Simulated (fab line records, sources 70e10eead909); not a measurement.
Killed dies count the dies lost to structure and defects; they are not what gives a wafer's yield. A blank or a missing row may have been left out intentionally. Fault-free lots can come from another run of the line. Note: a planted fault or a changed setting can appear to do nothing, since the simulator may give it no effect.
fab line records ; flow nandHarc
record lots=12; wafers=36; lastDay=25
route steps=1159 shown P_GATE@156 P_CONTACT@219 END@1159
lots that met no fault: taken from a fault-free run of the same line
startH: start of the lot's first displayed wafer, in hours after the record's first day ; waitH: hours elapsed since this lot's preceding step ; " the same as in the row above ; L1.1+2: a single row standing in for several wafers ; - no value, or no start given ; * or withheld: withheld ; < > ~ a bound
route shown NAME@n: names a module that has steps shown in the file, with the first one's number in the route ; usual: average and standard deviation across the fault-free wafers ; same: alike in all rows ; chamber/n: place in a boat ; sites: readings site by site ; _std_site: the standard deviation of these ; _edge_site: mean of outer sites minus mean of inner sites ; radiusMm: for every site, how far away it sits from the centre of the wafer ; mask NAME#n: copy n ; behind: tool/chamber where the wafer was last shaped ; hold: the reason the lot was held/the length of the hold in hours/how it ended ; device: whichever transistor did not switch (one of n, p or np) ; end of line: the route-end tests of the same wafers ; for a step that has no rows: nothing shown but its recipe ; killed: dies that structure and defects cost at the first sort, which is not the same as the wafer's yield ; map: the dies of a wafer, with x for killed, . for not killed, _ for no die there
set.NAME: the setting as run; set.NAME@STEP: as run at that earlier step ; model.NAME: the simulator's own value behind a step, which no gauge read
the route's steps for a sample of lots (tables are steps, rows are wafers)
services: a tool's chamber out of use, with start hour (startH, from the record's first day; less than 0 if before it), hours out, and reason
## steps
# step NHARC_P_GATE_ETCHBACK_37
# recipe targetDepthA=345; timeS=17.2; chf3FlowSccm=50; o2FlowSccm=10; arFlowSccm=200; rfW=500; biasW=200; chemistry=CHF3/O2
# usual drypumpMotorCurrentA=5.9/0.39; mfcArSccm=200.1/0.69; oesProductAu=0.96/0.037; rfVppV=370.6/2.2; showerheadPlenumPTorr=2.40/0.089; throttleValvePct=20.572/0.0086
lot.wafer;tool;chamber;startH;waitH;drypumpMotorCurrentA;mfcArSccm;oesProductAu;rfHoursCounterH;rfVppV;showerheadPlenumPTorr;throttleValvePct
L964.1;rieDiel-08;3;-;-;5.5;200.0;0.93;30;370.7;2.41;20.575
L964.2;rieDiel-08;0;-;-;5.8;199.5;0.93;31;371.0;2.39;20.557
L964.5;rieDiel-08;3;-;-;5.6;200.8;0.92;-;371.0;2.41;20.568
L965.1;rieDiel-08;0;-;-;5.8;199.8;0.94;31;370.4;2.39;20.574
L965.3;rieDiel-08;1;-;-;6.5;200.2;0.94;22;372.9;2.54;20.575
L965.6;rieDiel-08;3;-;-;5.6;199.8;0.93;-;371.1;2.41;20.575
L967.2;rieDiel-08;2;-;-;5.8;199.5;0.92;31;367.8;2.26;20.573
L967.3;rieDiel-08;0;-;-;5.8;199.4;0.94;33;371.3;2.39;20.563
L967.5;rieDiel-08;3;-;-;5.5;201.2;0.93;-;371.6;2.41;20.583
L968.3;rieDiel-08;3;-;-;5.6;200.0;1.00;32;370.9;2.41;20.572
L968.2;rieDiel-08;0;-;-;5.8;199.4;1.02;33;370.0;2.39;20.574
L968.5;rieDiel-08;1;-;-;6.5;200.1;1.01;-;373.7;2.54;20.567
L969.4;rieDiel-11;2;-;-;6.1;199.6;1.02;27;370.5;2.44;20.578
L969.3;rieDiel-11;0;-;-;6.1;199.8;0.99;30;368.6;2.27;20.583
L969.5;rieDiel-11;2;-;-;6.0;199.9;1.02;-;371.3;2.44;20.568
L970.1;rieDiel-10;2;-;-;5.2;200.8;1.00;49;371.2;2.48;20.593
L970.4;rieDiel-10;0;-;-;5.7;200.0;1.01;52;371.0;2.42;20.566
L970.6;rieDiel-10;2;-;-;5.2;200.2;0.99;-;372.6;2.48;20.585
L971.1;rieDiel-08;1;-;-;6.5;199.2;1.02;1;372.9;2.54;20.574
L971.6;rieDiel-08;3;-;-;5.6;200.1;1.01;-;370.7;2.41;20.574
L971.5;rieDiel-08;0;-;-;5.8;199.2;1.00;-;370.5;2.39;20.578
L972.4;rieDiel-08;0;-;-;5.8;198.7;1.00;2;369.8;2.39;20.592
L972.2;rieDiel-08;2;-;-;5.8;199.8;1.00;1;366.2;2.25;20.580
L972.6;rieDiel-08;0;-;-;5.8;198.7;0.99;-;370.7;2.39;20.567
L982.3;rieDiel-08;2;-;-;5.8;200.9;0.92;13;366.8;2.25;20.559
L982.4;rieDiel-08;0;-;-;5.8;200.8;0.91;13;370.8;2.39;20.568
L982.5;rieDiel-08;2;-;-;5.8;199.5;0.93;-;367.6;2.25;20.561
L984.1;rieDiel-08;3;-;-;5.5;199.5;0.94;13;369.7;2.40;20.568
L984.2;rieDiel-08;0;-;-;5.7;199.7;0.93;14;369.6;2.39;20.581
L984.3;rieDiel-08;1;-;-;6.5;199.9;0.94;14;373.8;2.53;20.568
L986.3;rieDiel-08;1;-;-;6.5;200.1;0.93;15;373.6;2.53;20.583
L986.4;rieDiel-08;2;-;-;5.8;199.8;0.93;-;369.6;2.25;20.571
L986.6;rieDiel-08;3;-;-;5.5;201.2;0.94;-;370.3;2.40;20.572
L987.3;rieDiel-11;3;-;-;6.5;199.5;0.99;3;371.7;2.46;20.569
L987.6;rieDiel-11;2;-;-;6.1;200.4;0.99;-;370.8;2.43;20.586
L987.5;rieDiel-11;3;-;-;6.5;199.0;0.99;-;371.9;2.46;20.564
# step NHARC_P_GATE_STRIP_76
# recipe powerW=1500; tempC=250; chemistry=O2
# usual drypumpMotorCurrentA=5.70/0.19; heaterPowerW=331/22
lot.wafer;tool;chamber;startH;waitH;drypumpMotorCurrentA;heaterPowerW;rfHoursCounterH
L964.2;plasmaAsher-02;1;107.18;0.2;5.75;372;31
L964.1;plasmaAsher-02;0;107.18;0.2;5.72;353;31
L964.5;plasmaAsher-02;0;107.18;0.2;5.73;344;-
L965.1;plasmaAsher-02;0;107.80;0.2;5.73;337;31
L965.3;plasmaAsher-02;1;107.80;0.2;5.77;358;-
L965.6;plasmaAsher-02;1;107.80;0.2;5.79;359;-
L967.2;plasmaAsher-02;0;122.79;0.2;5.71;339;34
L967.3;plasmaAsher-02;0;122.79;0.2;5.71;350;-
L967.5;plasmaAsher-02;0;122.79;0.2;5.71;338;-
L968.2;plasmaAsher-01;1;123.16;0.2;5.94;306;3
L968.3;plasmaAsher-01;1;123.16;0.2;5.91;311;-
L968.5;plasmaAsher-01;1;123.16;0.2;5.94;306;-
L969.4;plasmaAsher-02;1;136.49;0.2;5.76;365;-
L969.3;plasmaAsher-02;0;136.49;0.2;5.72;356;-
L969.5;plasmaAsher-02;1;136.49;0.2;5.77;365;-
L970.1;plasmaAsher-02;0;137.19;0.2;5.72;350;41
L970.4;plasmaAsher-02;1;137.19;0.2;5.79;368;-
L970.6;plasmaAsher-02;1;137.19;0.2;5.77;372;-
L971.1;plasmaAsher-02;0;146.72;0.2;5.71;355;44
L971.6;plasmaAsher-02;1;146.72;0.2;5.71;362;-
L971.5;plasmaAsher-02;0;146.72;0.2;5.70;342;-
L972.2;plasmaAsher-02;1;152.46;0.2;5.75;371;46
L972.4;plasmaAsher-02;1;152.46;0.2;5.75;377;-
L972.6;plasmaAsher-02;1;152.46;0.2;5.79;367;-
L982.3;plasmaAsher-01;0;218.54;0.2;5.41;322;-
L982.4;plasmaAsher-01;1;218.54;0.2;5.91;310;-
L982.5;plasmaAsher-01;0;218.54;0.2;5.40;323;-
L984.2;plasmaAsher-02;0;223.33;0.2;5.72;332;9
L984.1;plasmaAsher-02;1;223.33;0.2;5.79;348;9
L984.3;plasmaAsher-02;0;223.33;0.2;5.71;327;-
L986.4;plasmaAsher-02;0;230.22;0.2;5.75;336;-
L986.3;plasmaAsher-02;1;230.22;0.2;5.73;357;-
L986.6;plasmaAsher-02;1;230.22;0.2;5.75;348;-
L987.3;plasmaAsher-02;0;242.09;0.1;5.71;332;-
L987.6;plasmaAsher-02;1;242.09;0.1;5.79;357;-
L987.5;plasmaAsher-02;0;242.09;0.1;5.72;331;-
# step NHARC_P_GATE_INSPECT_68
# usual rawDefectCount=212/82
lot.wafer;tool;chamber;startH;waitH;rawDefectCount
L964.1;defectInspect-02;-;111.05;0.2;292
L964.2;defectInspect-02;-;111.05;0.2;363
L964.5;defectInspect-02;-;111.05;0.2;171
L965.1;defectInspect-02;-;111.97;0.2;395
L965.3;defectInspect-02;-;111.97;0.2;371
L965.6;defectInspect-02;-;111.97;0.2;276
L967.2;defectInspect-02;-;126.67;0.1;144
L967.3;defectInspect-02;-;126.67;0.1;143
L967.5;defectInspect-02;-;126.67;0.1;154
L968.2;defectInspect-01;-;127.62;0.1;341
L968.3;defectInspect-01;-;127.62;0.1;382
L968.5;defectInspect-01;-;127.62;0.1;375
L969.3;defectInspect-02;-;140.51;0.1;156
L969.4;defectInspect-02;-;140.51;0.1;94
L969.5;defectInspect-02;-;140.51;0.1;100
L970.1;defectInspect-02;-;141.47;0.2;188
L970.4;defectInspect-02;-;141.47;0.2;208
L970.6;defectInspect-02;-;141.47;0.2;281
L971.1;defectInspect-01;-;150.56;0.2;988
L971.5;defectInspect-01;-;150.56;0.2;982
L971.6;defectInspect-01;-;150.56;0.2;1124
L972.2;defectInspect-01;-;156.38;0.1;996
L972.4;defectInspect-01;-;156.38;0.1;983
L972.6;defectInspect-01;-;156.38;0.1;957
L982.3;defectInspect-01;-;222.43;0.1;430
L982.4;defectInspect-01;-;222.43;0.1;312
L982.5;defectInspect-01;-;222.43;0.1;226
L984.1;defectInspect-01;-;227.23;0.2;166
L984.2;defectInspect-01;-;227.23;0.2;167
L984.3;defectInspect-01;-;227.23;0.2;197
L986.3;defectInspect-01;-;234.59;0.1;186
L986.4;defectInspect-01;-;234.59;0.1;172
L986.6;defectInspect-01;-;234.59;0.1;306
L987.3;defectInspect-02;-;246.28;0.1;142
L987.5;defectInspect-02;-;246.28;0.1;289
L987.6;defectInspect-02;-;246.28;0.1;200
# step NHARC_P_CONTACT_CMP_01
# recipe targetThkNm=200; material=SiO2
# usual motorCurrentA=11.5/1
lot.wafer;tool;chamber;startH;waitH;motorCurrentA
L964.1;cmp-04;3;111.99;-;10.4
L964.2;cmp-04;2;111.99;-;13.3
L964.5;cmp-04;0;111.99;-;10.0
L965.1;cmp-01;1;113.09;-;10.4
L965.3;cmp-01;2;113.09;-;12.3
L965.6;cmp-01;0;113.09;-;12.0
L967.3;cmp-03;3;127.44;-;10.7
L967.2;cmp-03;2;127.44;-;10.4
L967.5;cmp-03;3;127.44;-;11.7
L968.3;cmp-01;1;128.45;-;11.3
L968.2;cmp-01;2;128.45;-;13.0
L968.5;cmp-01;0;128.45;-;11.8
L969.3;cmp-04;3;141.32;-;9.7
L969.4;cmp-04;1;141.32;-;11.8
L969.5;cmp-04;2;141.32;-;13.2
L970.4;cmp-04;1;142.41;-;12.4
L970.1;cmp-04;3;142.41;-;9.7
L970.6;cmp-04;1;142.41;-;12.3
L971.1;cmp-04;1;151.42;-;11.9
L971.5;cmp-04;2;151.42;-;13.3
L971.6;cmp-04;3;151.42;-;9.8
L972.4;cmp-01;2;157.19;-;13.4
L972.2;cmp-01;0;157.19;-;12.0
L972.6;cmp-01;2;157.19;-;13.3
L982.3;cmp-03;2;223.41;-;11.3
L982.4;cmp-03;3;223.41;-;11.5
L982.5;cmp-03;1;223.41;-;11.1
L984.3;cmp-04;1;228.07;-;11.7
L984.1;cmp-04;2;228.07;-;13.3
L984.2;cmp-04;3;228.07;-;10.3
L986.3;cmp-03;0;235.38;-;11.1
L986.4;cmp-03;3;235.38;-;10.8
L986.6;cmp-03;1;235.38;-;11.6
L987.3;cmp-03;0;247.09;-;10.9
L987.5;cmp-03;3;247.09;-;10.4
L987.6;cmp-03;0;247.09;-;10.8
# step NHARC_P_CONTACT_DESCUM_17
# recipe timeS=3; o2FlowSccm=200; arFlowSccm=0; biasPowerW=0; chemistry=O2
# usual drypumpMotorCurrentA=5.9/0.46; mfcArSccm=0.008/0.014; oesProductAu=0.998/0.0099; rfVppV=57.8/0.94; showerheadPlenumPTorr=1.92/0.1; throttleValvePct=11.312/0.0092
lot.wafer;tool;chamber;startH;waitH;drypumpMotorCurrentA;mfcArSccm;oesProductAu;rfHoursCounterH;rfVppV;showerheadPlenumPTorr;throttleValvePct
L964.2;rieDiel-02;1;112.89;0.1;6.1;0;1.011;14;60.4;2.06;11.312
L964.1;rieDiel-02;3;112.89;0.1;6.1;0;0.997;14;55.5;1.96;11.311
L964.5;rieDiel-02;1;112.89;0.1;6.1;0;1.010;-;59.1;2.06;11.322
L965.3;rieDiel-02;3;114.08;0.1;6.1;0;0.996;14;58.6;1.96;11.312
L965.1;rieDiel-02;1;114.08;0.1;6.1;0;1.009;15;57.9;2.06;11.308
L965.6;rieDiel-02;0;114.08;0.1;5.7;0;1.000;-;58.2;2.06;11.296
L967.3;rieDiel-04;2;128.49;0.1;5.8;0;1.001;1;57.3;1.79;11.307
L967.2;rieDiel-04;3;128.49;0.1;5.1;0.008;0.998;1;56.5;1.83;11.313
L967.5;rieDiel-04;2;128.49;0.1;5.9;0;1.006;-;58.5;1.79;11.325
L968.3;rieDiel-12;0;129.44;0.1;5.9;0;0.992;34;58.1;1.98;11.303
L968.2;rieDiel-12;2;129.44;0.1;6.7;0;0.997;29;60.1;2.03;11.317
L968.5;rieDiel-12;0;129.44;0.1;5.8;0;0.980;-;58.7;1.98;11.301
L969.3;rieDiel-02;1;142.32;0.1;6.1;0;0.992;18;58.6;2.06;11.311
L969.5;rieDiel-02;0;142.32;0.1;5.7;0;0.990;-;57.9;2.05;11.321
L969.4;rieDiel-02;1;142.32;0.1;6.1;0;0.995;-;57.3;2.06;11.305
L970.1;rieDiel-02;2;143.42;0.1;5.9;0.044;1.000;17;58.3;1.87;11.326
L970.6;rieDiel-02;0;143.42;0.1;5.7;0;1.002;-;58.7;2.05;11.325
L970.4;rieDiel-02;2;143.42;0.1;5.9;0.044;1.011;-;57.2;1.87;11.333
L971.1;rieDiel-04;1;152.24;0.1;5.2;0;1.000;2;57.7;1.93;11.313
L971.5;rieDiel-04;0;152.24;0.1;6.6;0.012;0.988;-;56.2;1.78;11.305
L971.6;rieDiel-04;1;152.24;0.1;5.2;0;1.007;-;58.0;1.93;11.305
L972.2;rieDiel-12;2;158.07;0.1;6.7;0;0.996;39;57.3;2.02;11.318
L972.4;rieDiel-12;3;158.07;0.1;5.8;0;1.007;47;59.5;2.00;11.300
L972.6;rieDiel-12;1;158.07;0.1;6.5;0.008;0.977;-;59.3;1.79;11.309
L982.3;rieDiel-04;0;224.43;0.1;6.6;0.012;0.979;8;56.8;1.78;11.299
L982.4;rieDiel-04;2;224.43;0.1;5.8;0;1.005;9;56.4;1.78;11.323
L982.5;rieDiel-04;3;224.43;0.1;5.1;0.008;0.999;-;57.5;1.83;11.306
L984.2;rieDiel-02;0;229.08;0.1;5.8;0;1.005;7;58.1;2.05;11.302
L984.1;rieDiel-02;1;229.08;0.1;6.1;0;0.988;7;56.9;2.05;11.316
L984.3;rieDiel-02;2;229.08;0.1;5.9;0.044;0.992;7;57.2;1.87;11.313
L986.3;rieDiel-02;2;236.28;0.1;5.9;0.044;0.985;8;57.2;1.87;11.316
L986.4;rieDiel-02;3;236.28;0.1;6.1;0;1.017;8;57.5;1.95;11.305
L986.6;rieDiel-02;1;236.28;0.1;6.0;0;0.991;-;58.3;2.05;11.305
L987.3;rieDiel-04;2;248.11;0.1;5.9;0;0.993;11;58.9;1.78;11.324
L987.5;rieDiel-04;3;248.11;0.1;5.1;0.008;0.998;-;58.8;1.83;11.312
L987.6;rieDiel-04;0;248.11;0.1;6.6;0.012;0.971;-;56.2;1.78;11.304
# step NHARC_END_SORT_01
# recipe tempC=25
# usual killedAtArray=29/11; killedAtOther=0.6/0.75; killedAtPeriphery=3.1/2.1; killedDies=32/11; killedOpen=3.0/1.8; killedShort=1.8/1.3
# same grossDies=677
lot.wafer;tool;chamber;startH;waitH;killedAtArray;killedAtOther;killedAtPeriphery;killedDies;killedOpen;killedShort
L971.1;prober-01;0;474.64;2.5;18;0;44;62;6;1
L971.5;prober-01;0;477.89;3.8;32;0;41;73;3;1
L971.6;prober-01;0;478.70;4.1;30;0;94;124;3;2
L972.2;prober-02;0;490.62;2.8;29;0;101;130;2;2
L972.4;prober-02;0;492.21;3.4;24;0;101;125;2;3
L972.6;prober-02;0;493.80;4.0;22;0;95;117;2;1
# killed by level:class
L971.1 P_GATE:unspecified=40 A_SLIT:chamberFilmFlake=9 A_CHANNEL_HOLE_D1:chamberFilmFlake=3 A_STAIRCASE:chamberFilmFlake=2 P_STI:geometricParticle:open=1 P_GATE:geometricParticle:open=1 P_CONTACT:geometricParticle:short=1 P_CONTACT:geometricParticle:open=1
L971.5 P_GATE:unspecified=39 A_CHANNEL_HOLE_D1:chamberFilmFlake=14 A_SLIT:chamberFilmFlake=8 A_CONTACT:chamberFilmFlake=3 A_CHANNEL_FILL_D1:geometricParticle:open=2 A_CHANNEL_FILL_D1:chamberFilmFlake=2 A_WL_FILL:chamberFilmFlake=2 P_GATE:geometricParticle:short=1
L971.6 P_GATE:unspecified=89 A_SLIT:chamberFilmFlake=14 A_CHANNEL_HOLE_D1:chamberFilmFlake=8 P_STI:chamberFilmFlake=3 A_CONTACT:chamberFilmFlake=2 P_CONTACT:geometricParticle:open=1 A_SLIT:geometricParticle:short=1 A_CONTACT:geometricParticle:open=1
L972.2 P_GATE:unspecified=97 A_CHANNEL_HOLE_D1:chamberFilmFlake=9 A_SLIT:chamberFilmFlake=8 P_ZERO_WELL:chamberFilmFlake=4 A_CHANNEL_FILL_D1:chamberFilmFlake=3 A_CONTACT:chamberFilmFlake=3 A_CHANNEL_FILL_D1:geometricParticle:short=2 A_ONON_D1:geometricParticle:open=1
L972.4 P_GATE:unspecified=95 A_SLIT:chamberFilmFlake=15 P_ZERO_WELL:chamberFilmFlake=3 A_CHANNEL_HOLE_D1:chamberFilmFlake=3 A_ONON_D1:geometricParticle:short=2 P_CONTACT:geometricParticle:open=1 A_CONTACT:geometricParticle:short=1 A_CONTACT:geometricParticle:open=1
L972.6 P_GATE:unspecified=93 A_SLIT:chamberFilmFlake=11 A_CHANNEL_HOLE_D1:chamberFilmFlake=7 A_CONTACT:geometricParticle:open=2 P_ZERO_WELL:chamberFilmFlake=2 A_STAIRCASE:geometricParticle:short=1 A_CONTACT:chamberFilmFlake=1
## services
tool;chamber;startH;hours;kind
rieDiel-12;2;79.25;6.0;repair
cmp-01;-;81.50;4.0;pm
plasmaAsher-01;-;99.00;9.0;pm
cmp-04;-;100.81;2.0;repair
cmp-04;-;105.00;4.0;pm
rieDiel-04;-;111.90;9.0;pm
rieDiel-08;-;124.82;9.0;pm
rieDiel-02;3;137.39;12.3;repair
rieDiel-11;1;139.03;2.7;repair
rieDiel-02;-;150.70;9.0;pm
rieDiel-12;-;150.90;1.2;repair
cmp-03;-;156.00;4.0;pm
rieDiel-08;2;165.39;1.7;repair
plasmaAsher-01;-;167.84;1.9;repair
cmp-01;-;179.50;4.0;pm
plasmaAsher-02;-;183.29;9.0;pm
rieDiel-11;0;190.93;4.3;repair
rieDiel-12;-;202.62;9.0;pm
cmp-04;-;203.00;4.0;pm
rieDiel-04;0;205.54;2.6;repair
cmp-04;-;218.65;1.8;repair
rieDiel-08;0;221.21;8.3;repair
cmp-04;-;236.25;1.1;repair
plasmaAsher-02;-;243.47;2.7;repair
## key
firstSign step=NHARC_P_GATE_INSPECT_68; reading=rawDefectCount; direction=up; sigmas=9.7; usual=212; struck=1005
effect step=NHARC_END_SORT_01; reading=killedAtPeriphery; direction=up; sigmas=36; usual=3.1; struck=79.3
moreKillsBornAt NHARC_P_GATE_STRIP_76@plasmaAsher-02=453
metAt NHARC_P_GATE_STRIP_76
struckLots L971,L972
testerLeftOut L971,L972
notActingAt NHARC_P_GATE_ETCHBACK_37,NHARC_P_CONTACT_CMP_01,NHARC_P_CONTACT_DESCUM_17
onsetBetween 137.19 146.72
fault kind=chamberParticleSource; tool=plasmaAsher-02; chamber=-; onsetH=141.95; steps=NHARC_P_GATE_STRIP_76; ratePerVisitCm2=1.2539; endH=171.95
# testerLeftOut: of these lots the tester's yield and bins aren't shown, on N5 and GAA mostly nor the transistor test; their killed dies are dies lost to structure and defects alone, not to doping, threshold or leakage, so they don't give the yield
